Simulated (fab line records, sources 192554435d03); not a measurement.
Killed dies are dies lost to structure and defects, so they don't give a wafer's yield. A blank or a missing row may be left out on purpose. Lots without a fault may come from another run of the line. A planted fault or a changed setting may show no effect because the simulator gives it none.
fab line records | flow n5_finfet
record lots=5 wafers=15 last_day=14
route steps=1938 shown MOL_CONTACT_COAG@545 PASSIVATION@1936
lots that met no fault: from a run of the same line without faults
start_h: hours from the record's first day to the start of the lot's first wafer shown | wait_h: hours since the lot's step before | " the same as in the row above | L1.1+2: a row that stands for several wafers | - no value, or no start given | * or withheld: withheld | < > ~ a bound
route shown NAME@n: a module of which the file shows steps, and the number in the route of the first | usual: mean/standard deviation of fault-free wafers | same: alike in all rows | chamber/n: place in a boat | sites: the reading at each site | _std_site: their standard deviation | _edge_site: outer sites' mean less inner sites' | radius_mm: how far each site lies from the wafer's centre | mask NAME#n: copy n | behind: the tool/chamber that last shaped the wafer | hold: why the lot was held/for how many hours/how that ended | device: the transistor (n, p or np) that didn't switch | end of line: the same wafers' tests at the end of the route | a step without rows: its recipe alone | killed: dies lost to structure and defects at the first sort, not the wafer's yield | map: a wafer's dies, x killed, . not, _ none there
set.NAME: the setting as run; set.NAME@STEP: as run at that earlier step | model.NAME: the simulator's own value behind a step, which no gauge read
lots at some steps of the route; a table a step, a row a wafer
## steps
# step N5_MOL_CONTACT_COAG_SIL_ANNEAL_21
# recipe temp_c=550 time_s=60 ambient=N2
# step N5_MOL_CONTACT_COAG_PRE_CLEAN_141
# recipe gas=H2/He time_s=60 temp_c=300
# step N5_MOL_CONTACT_COAG_SPUTTER_143
# recipe material=Co target_thk_a=25 temp_c=25 chamber_pressure_pa=0.2
# step N5_MOL_CONTACT_COAG_CO_FILL_22
# recipe material=Co target_thk_a=200 temp_c=200 precursor=CCTBA/H2 pressure_torr=30
# step N5_MOL_CONTACT_COAG_ANNEAL_113
# recipe temp_c=400 time_s=300 ambient=H2/N2
# step N5_MOL_CONTACT_COAG_PRE_CLEAN_142
# recipe gas=H2/He time_s=60 temp_c=300
# step N5_MOL_CONTACT_COAG_SPUTTER_130
# recipe material=Co target_thk_a=475 temp_c=25 chamber_pressure_pa=0.5 power_w=3000
# step N5_MOL_CONTACT_COAG_PRECLEAN_125
# recipe chemistry=DIW time_s=57.5 temp_c=23
# step N5_MOL_CONTACT_COAG_SRD_126
# recipe dry_time_s=32 dry=n2_spin spin_rpm=1500
# step N5_MOL_CONTACT_COAG_CMP_23
# recipe stop_on=SiO2 t_overpolish_s=1.5 post_cmp_clean=cu_alkaline down_force_psi=2 platen_rpm=50.289 pad_velocity_m_s=1.0006 target_thk_nm=0
# step N5_MOL_CONTACT_COAG_WET_ETCH_26
# recipe target=Co target_depth_nm=13
# columns lot.wafer tool chamber start_h wait_h
L619.2+5+6 wet_bench-05 2,6,3 110.84 0.0
L623.3+5+6 wet_bench-03 5,1,7 130.39 0.0
L624.4+5+6 wet_bench-06 0,4,5 141.52 0.0
L625.3+4+5 wet_bench-03 4,6,5 147.06 0.0
L626.3+5+6 wet_bench-03 7,6,0 155.25 0.0
# step N5_MOL_CONTACT_COAG_WET_ETCH_116
# recipe chemistry=SC1-inhibited target_depth_nm=4.6 dry=ipa_marangoni rinse_time_s=30 rinse_temp_c=23
# step N5_MOL_CONTACT_COAG_ALD_27
# recipe material=SiOC target_thk_a=170 temp_c=400 ald_precursor_family=carbosiloxane ald_co_reactant=H2-plasma pulse_time_s=1.5 time_s=2720 purge_time_s=2 co_reactant_purge_time_s=2 ald_cycles=340 pressure_torr=2
# step N5_MOL_CONTACT_COAG_CMP_28
# recipe stop_on=SiNx t_overpolish_s=0.85 post_cmp_clean=alkaline_brush down_force_psi=4.15 platen_rpm=51.8 pad_velocity_m_s=1.0307 target_thk_nm=14.522
# step N5_MOL_CONTACT_COAG_ALD_123
# recipe material=SiNx target_thk_a=50 temp_c=400 ald_precursor_family=SiH2I2 ald_co_reactant=N2/H2-plasma pulse_time_s=1 purge_time_s=2 co_reactant_purge_time_s=2 ald_cycles=100 pressure_torr=2
# step N5_MOL_CONTACT_COAG_PECVD_31
# recipe material=SiO2 target_thk_a=460 temp_c=400 precursor=TEOS/O2 pressure_torr=6.5 rf_w=withheld teos_flow_sccm=withheld gas=O2 flow_sccm=2650 time_s=8.9
# step N5_MOL_CONTACT_COAG_COAT_75
# recipe resist=SOC temp_c=250 time_s=60 spin_rpm=1500 resist_thk_nm=60
# step N5_MOL_CONTACT_COAG_COAT_76
# recipe resist=SiARC temp_c=220 time_s=60 spin_rpm=1500 resist_thk_nm=10
# step N5_MOL_CONTACT_COAG_COAT_77
# recipe resist=underlayer temp_c=205 time_s=60 spin_rpm=1500 resist_thk_nm=10
# step N5_MOL_CONTACT_COAG_COAT_78
# recipe resist=CAR-EUV spin_rpm=1500 resist_thk_nm=40
# step N5_MOL_CONTACT_COAG_EBR_80
# recipe solvent=PGMEA ebr_width_mm=1.5
# step N5_MOL_CONTACT_COAG_SOFTBAKE_79
# recipe temp_c=110 time_s=60 resist=CAR-EUV
# step N5_MOL_CONTACT_COAG_EXPOSE_81
# recipe mask_id=VG na=0.33 source_shape=annular sigma_inner=0.3 sigma_outer=0.7 polarization=unpolarized defocus_nm=0 dose_mj=59.5
# step N5_MOL_CONTACT_COAG_PEB_82
# recipe peb_temp_c=100 peb_time_s=60 resist=CAR-EUV
# step N5_MOL_CONTACT_COAG_DEVELOP_83
# recipe develop_time_s=30 developer=TMAH resist=CAR-EUV rinse_liquid=surfactant_rinse dry=air_spin dev_temp_c=23
# step N5_MOL_CONTACT_COAG_DESCUM_88
# recipe chemistry=O2 time_s=7 source_power_w=50 bias_power_w=20 pressure_mtorr=20 rf_frequency_hz=2.712e+07 temp_c=40 resist=CAR-EUV o2_flow_sccm=225
# step N5_MOL_CONTACT_COAG_ETCH_89
# recipe chemistry=N2/H2 target=underlayer target_depth_a=130 mask_material=CAR-EUV time_s=10.4 ion_energy_ev=200 pressure_mtorr=30 source_w=840 bias_w=150 n2_flow_sccm=200 h2_flow_sccm=200 ends=cleared
# step N5_MOL_CONTACT_COAG_ETCH_90
# recipe chemistry=CF4 target=SiARC target_depth_a=130 mask_material=CAR-EUV time_s=21.7 ion_energy_ev=80 pressure_mtorr=40 source_w=545 bias_w=36 Ar_flow_sccm=100 cf4_flow_sccm=100 ends=cleared
# step N5_MOL_CONTACT_COAG_ALD_131
# recipe material=SiO2 target_thk_a=50 temp_c=100 ald_precursor_family=BDEAS ald_co_reactant=O2-plasma pulse_time_s=1 co_reactant_pulse_time_s=1 purge_time_s=2 co_reactant_purge_time_s=2 ald_cycles=35 pressure_torr=2
# step N5_MOL_CONTACT_COAG_ETCHBACK_132
# recipe chemistry=CHF3 target=SiO2 target_depth_a=100 time_s=6.7 ion_energy_ev=200 pressure_mtorr=30 source_w=610 bias_w=170 Ar_flow_sccm=200 CHF3_flow_sccm=50
# step N5_MOL_CONTACT_COAG_ETCH_91
# recipe chemistry=N2/H2 target=SOC target_depth_a=600 overetch_a=210 mask_material=SiARC temp_c=40 time_s=101.2 ion_energy_ev=200 pressure_mtorr=30 source_w=840 bias_w=150 n2_flow_sccm=200 h2_flow_sccm=200
# step N5_MOL_CONTACT_COAG_STRIP_92
# recipe chemistry=N2/H2 temp_c=40 n2_flow_sccm=200 h2_flow_sccm=200 rf_frequency_hz=6e+07
# step N5_MOL_CONTACT_COAG_STRIP_93
# recipe chemistry=N2/H2 temp_c=40 n2_flow_sccm=200 h2_flow_sccm=200 rf_frequency_hz=6e+07
# step N5_MOL_CONTACT_COAG_ETCHBACK_135
# recipe chemistry=CHF3 target=SiO2 target_depth_a=250 time_s=16.7 ion_energy_ev=200 pressure_mtorr=30 source_w=610 bias_w=170 Ar_flow_sccm=200 CHF3_flow_sccm=50
# step N5_MOL_CONTACT_COAG_STRIP_118
# recipe chemistry=CHF3 resist=SiARC rf_frequency_hz=6e+07
# step N5_MOL_CONTACT_COAG_VIA_ETCH_46
# recipe chemistry=C4F6/O2 target_depth_a=460 overetch_a=92 mask_material=SOC target=SiO2 bias_w=455 pressure_mtorr=10 time_s=40 source_w=325 Ar_flow_sccm=300 C4F6_flow_sccm=10 O2_flow_sccm=10 ion_energy_ev=575.3 ends=end_point
# step N5_PASSIVATION_PROBE_49
# usual defect_limited_yield=91.4/1.4 killed_at_M0_to_M3=31/10 killed_at_M4_up=14/5.6 killed_at_contacts=13/6.3 killed_at_front_end=39/10 killed_at_other=4/3.1 killed_dies=101/16 killed_on_rim=13/3.9 killed_open=65/13 killed_short=34/7.2 sort_bin_5_function=5.1/0.88 sort_bin_6_memory=3.2/0.66 sort_n_pass=1079/16 sort_yield_pct=91.4/1.4
# same gross_dies=1180 killed_at_back_side=0 sort_bin_4_leakage[%]=0 sort_bin_8_speed[%]=0
# columns lot.wafer tool chamber start_h wait_h defect_limited_yield[%] killed_at_M0_to_M3 killed_at_M4_up killed_at_contacts killed_at_front_end killed_at_other killed_dies killed_on_rim killed_open killed_short sort_bin_5_function[%] sort_bin_6_memory[%] sort_n_pass sort_yield_pct[%]
L623.3 prober-01 - 294.90 0.1 0 30 11 1107 27 5 1180 152 46 31 97.2 2.7 0 0
L623.5 prober-01 - 295.00 0.2 0 18 9 1108 40 5 1180 152 48 34 97.2 2.5 0 0
L623.6 prober-01 - 295.05 0.3 0 21 12 1110 35 2 1180 152 54 25 97.8 2.1 0 0
L624.4 prober-01 - 316.22 0.2 0 31 13 1103 30 3 1180 152 49 37 96.6 3.1 0 0
L624.5 prober-01 - 316.27 0.2 0 61 17 1068 30 4 1180 152 86 42 94.7 4.7 0 0
L624.6 prober-01 - 316.32 0.3 0 46 14 1079 36 5 1180 152 78 43 96.8 3.0 0 0
L625.3 prober-02 - 325.17 0.1 0 51 13 1072 39 5 1180 152 73 41 95.7 4.1 0 0
L625.4 prober-02 - 325.22 0.2 0 33 8 1082 53 4 1180 152 63 39 95.8 3.7 0 0
L625.5 prober-02 - 325.27 0.2 0 30 12 1078 59 1 1180 152 61 52 97.0 2.5 0 0
# killed by level:class
L623.3 MOL_CONTACT_COAG:area_etch=1103 BEOL_M3:geometric_particle:open=11 FIN_SAQP:geometric_particle:short=9 BEOL_M0_SAQP:geometric_particle:open=8 BEOL_M8:geometric_particle:open=4 STI_FIN_REVEAL:geometric_particle:open=4 BEOL_M0_SAQP:geometric_particle:short=4 STARTING-WAFER:geometric_particle:short=3
L623.5 MOL_CONTACT_COAG:area_etch=1098 FIN_SAQP:geometric_particle:short=14 FIN_SAQP:geometric_particle:open=13 MOL_CONTACT_COAG:geometric_particle:open=8 BEOL_M0_SAQP:geometric_particle:short=8 BEOL_M0_SAQP:geometric_particle:open=5 BEOL_M4:geometric_particle:open=4 STI_FIN_REVEAL:geometric_particle:open=3
L623.6 MOL_CONTACT_COAG:area_etch=1101 FIN_SAQP:geometric_particle:open=10 GATE_CUT:geometric_particle:short=8 MOL_CONTACT_COAG:geometric_particle:open=8 BEOL_M0_SAQP:geometric_particle:short=6 BEOL_M0_SAQP:geometric_particle:open=5 FIN_SAQP:geometric_particle:short=4 BEOL_M5:geometric_particle:open=4
L624.4 MOL_CONTACT_COAG:area_etch=1094 BEOL_M0_SAQP:geometric_particle:short=8 BEOL_M1:geometric_particle:open=8 STI_FIN_REVEAL:geometric_particle:open=7 FIN_SAQP:geometric_particle:short=6 BEOL_M3:geometric_particle:open=6 MOL_CONTACT_COAG:geometric_particle:open=5 BEOL_M8:geometric_particle:open=5
L624.5 MOL_CONTACT_COAG:area_etch=1052 BEOL_M0_SAQP:geometric_particle:open=20 MOL_CONTACT_COAG:geometric_particle:open=16 BEOL_M0_SAQP:geometric_particle:short=15 BEOL_M1:geometric_particle:open=12 BEOL_M4:geometric_particle:open=10 FIN_SAQP:geometric_particle:short=7 FIN_SAQP:geometric_particle:open=6
L624.6 MOL_CONTACT_COAG:area_etch=1059 MOL_CONTACT_COAG:geometric_particle:open=17 BEOL_M0_SAQP:geometric_particle:short=14 BEOL_M0_SAQP:geometric_particle:open=11 STI_FIN_REVEAL:geometric_particle:open=10 BEOL_M3:geometric_particle:open=8 BEOL_M1:geometric_particle:open=6 FIN_SAQP:geometric_particle:open=5
L625.3 MOL_CONTACT_COAG:area_etch=1063 BEOL_M2:geometric_particle:open=17 BEOL_M0_SAQP:geometric_particle:open=14 GATE_CUT:geometric_particle:short=11 MOL_CONTACT_COAG:geometric_particle:open=9 FIN_SAQP:geometric_particle:short=7 FIN_SAQP:geometric_particle:open=7 BEOL_M0_SAQP:geometric_particle:short=6
L625.4 MOL_CONTACT_COAG:area_etch=1077 GATE_CUT:geometric_particle:short=13 STI_FIN_REVEAL:geometric_particle:open=11 BEOL_M0_SAQP:geometric_particle:open=11 ILD0:geometric_particle:open=8 BEOL_M0_SAQP:geometric_particle:short=8 BEOL_M2:geometric_particle:open=6 MOL_CONTACT_COAG:geometric_particle:open=5
L625.5 MOL_CONTACT_COAG:area_etch=1067 FIN_SAQP:geometric_particle:short=15 FIN_SAQP:geometric_particle:open=11 GATE_CUT:geometric_particle:short=11 MOL_CONTACT_COAG:geometric_particle:open=9 BEOL_M0_SAQP:geometric_particle:short=9 BEOL_M0_SAQP:geometric_particle:open=7 BEOL_M3:geometric_particle:open=6
# map L623.3 (x killed, . not)
_________________xxxxxxxxxxxx________________
______________xxxxxxxxxxxxxxxxxx_____________
___________xxxxxxxxxxxxxxxxxxxxxxxx__________
__________xxxxxxxxxxxxxxxxxxxxxxxxxx_________
________xxxxxxxxxxxxxxxxxxxxxxxxxxxxxx_______
_______xxxxxxxxxxxxxxxxxxxxxxxxxxxxxxxx______
______xxxxxxxxxxxxxxxxxxxxxxxxxxxxxxxxxx_____
_____xxxxxxxxxxxxxxxxxxxxxxxxxxxxxxxxxxxx____
____xxxxxxxxxxxxxxxxxxxxxxxxxxxxxxxxxxxxxx___
___xxxxxxxxxxxxxxxxxxxxxxxxxxxxxxxxxxxxxxxx__
___xxxxxxxxxxxxxxxxxxxxxxxxxxxxxxxxxxxxxxxx__
__xxxxxxxxxxxxxxxxxxxxxxxxxxxxxxxxxxxxxxxxxx_
__xxxxxxxxxxxxxxxxxxxxxxxxxxxxxxxxxxxxxxxxxx_
_xxxxxxxxxxxxxxxxxxxxxxxxxxxxxxxxxxxxxxxxxxxx
_xxxxxxxxxxxxxxxxxxxxxxxxxxxxxxxxxxxxxxxxxxxx
_xxxxxxxxxxxxxxxxxxxxxxxxxxxxxxxxxxxxxxxxxxxx
_xxxxxxxxxxxxxxxxxxxxxxxxxxxxxxxxxxxxxxxxxxxx
_xxxxxxxxxxxxxxxxxxxxxxxxxxxxxxxxxxxxxxxxxxxx
_xxxxxxxxxxxxxxxxxxxxxxxxxxxxxxxxxxxxxxxxxxxx
_xxxxxxxxxxxxxxxxxxxxxxxxxxxxxxxxxxxxxxxxxxxx
_xxxxxxxxxxxxxxxxxxxxxxxxxxxxxxxxxxxxxxxxxxxx
__xxxxxxxxxxxxxxxxxxxxxxxxxxxxxxxxxxxxxxxxxx_
__xxxxxxxxxxxxxxxxxxxxxxxxxxxxxxxxxxxxxxxxxx_
___xxxxxxxxxxxxxxxxxxxxxxxxxxxxxxxxxxxxxxxx__
___xxxxxxxxxxxxxxxxxxxxxxxxxxxxxxxxxxxxxxxx__
____xxxxxxxxxxxxxxxxxxxxxxxxxxxxxxxxxxxxxx___
_____xxxxxxxxxxxxxxxxxxxxxxxxxxxxxxxxxxxx____
______xxxxxxxxxxxxxxxxxxxxxxxxxxxxxxxxxx_____
_______xxxxxxxxxxxxxxxxxxxxxxxxxxxxxxxx______
________xxxxxxxxxxxxxxxxxxxxxxxxxxxxxx_______
__________xxxxxxxxxxxxxxxxxxxxxxxxxx_________
___________xxxxxxxxxxxxxxxxxxxxxxxx__________
______________xxxxxxxxxxxxxxxxxx_____________
_________________xxxxxxxxxxxx________________
# map L624.4 (x killed, . not)
_________________xxxxxxxxxxxx________________
______________xxxxxxxxxxxxxxxxxx_____________
___________xxxxxxxxxxxxxxxxxxxxxxxx__________
__________xxxxxxxxxxxxxxxxxxxxxxxxxx_________
________xxxxxxxxxxxxxxxxxxxxxxxxxxxxxx_______
_______xxxxxxxxxxxxxxxxxxxxxxxxxxxxxxxx______
______xxxxxxxxxxxxxxxxxxxxxxxxxxxxxxxxxx_____
_____xxxxxxxxxxxxxxxxxxxxxxxxxxxxxxxxxxxx____
____xxxxxxxxxxxxxxxxxxxxxxxxxxxxxxxxxxxxxx___
___xxxxxxxxxxxxxxxxxxxxxxxxxxxxxxxxxxxxxxxx__
___xxxxxxxxxxxxxxxxxxxxxxxxxxxxxxxxxxxxxxxx__
__xxxxxxxxxxxxxxxxxxxxxxxxxxxxxxxxxxxxxxxxxx_
__xxxxxxxxxxxxxxxxxxxxxxxxxxxxxxxxxxxxxxxxxx_
_xxxxxxxxxxxxxxxxxxxxxxxxxxxxxxxxxxxxxxxxxxxx
_xxxxxxxxxxxxxxxxxxxxxxxxxxxxxxxxxxxxxxxxxxxx
_xxxxxxxxxxxxxxxxxxxxxxxxxxxxxxxxxxxxxxxxxxxx
_xxxxxxxxxxxxxxxxxxxxxxxxxxxxxxxxxxxxxxxxxxxx
_xxxxxxxxxxxxxxxxxxxxxxxxxxxxxxxxxxxxxxxxxxxx
_xxxxxxxxxxxxxxxxxxxxxxxxxxxxxxxxxxxxxxxxxxxx
_xxxxxxxxxxxxxxxxxxxxxxxxxxxxxxxxxxxxxxxxxxxx
_xxxxxxxxxxxxxxxxxxxxxxxxxxxxxxxxxxxxxxxxxxxx
__xxxxxxxxxxxxxxxxxxxxxxxxxxxxxxxxxxxxxxxxxx_
__xxxxxxxxxxxxxxxxxxxxxxxxxxxxxxxxxxxxxxxxxx_
___xxxxxxxxxxxxxxxxxxxxxxxxxxxxxxxxxxxxxxxx__
___xxxxxxxxxxxxxxxxxxxxxxxxxxxxxxxxxxxxxxxx__
____xxxxxxxxxxxxxxxxxxxxxxxxxxxxxxxxxxxxxx___
_____xxxxxxxxxxxxxxxxxxxxxxxxxxxxxxxxxxxx____
______xxxxxxxxxxxxxxxxxxxxxxxxxxxxxxxxxx_____
_______xxxxxxxxxxxxxxxxxxxxxxxxxxxxxxxx______
________xxxxxxxxxxxxxxxxxxxxxxxxxxxxxx_______
__________xxxxxxxxxxxxxxxxxxxxxxxxxx_________
___________xxxxxxxxxxxxxxxxxxxxxxxx__________
______________xxxxxxxxxxxxxxxxxx_____________
_________________xxxxxxxxxxxx________________
## key
first_sign step=N5_PASSIVATION_PROBE_49 reading=killed_at_contacts direction=up sigmas=99+ usual=13 struck=1090
effect step=N5_PASSIVATION_PROBE_49 reading=sort_bin_5_function direction=up sigmas=99+ usual=5.1 struck=96.5
more_kills_born_at N5_MOL_CONTACT_COAG_WET_ETCH_26@wet_bench-03=6509 N5_MOL_CONTACT_COAG_WET_ETCH_26@wet_bench-06=3205
met_at N5_MOL_CONTACT_COAG_WET_ETCH_26
struck_wafers L623.3,L623.5,L623.6,L624.4,L624.5,L624.6,L625.3,L625.4,L625.5
later_rows_left_out L623.3,L623.5,L623.6,L624.4,L624.5,L624.6,L625.3,L625.4,L625.5
fault kind=skipped_step_whole tool=wet_bench-03,wet_bench-06 chamber=- onset_h=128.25 steps=N5_MOL_CONTACT_COAG_WET_ETCH_26 scope=struck_lots_only
# later_rows_left_out: the simulator's readings of these wafers behind a module that went badly wrong aren't trusted and aren't shown, but for the sort
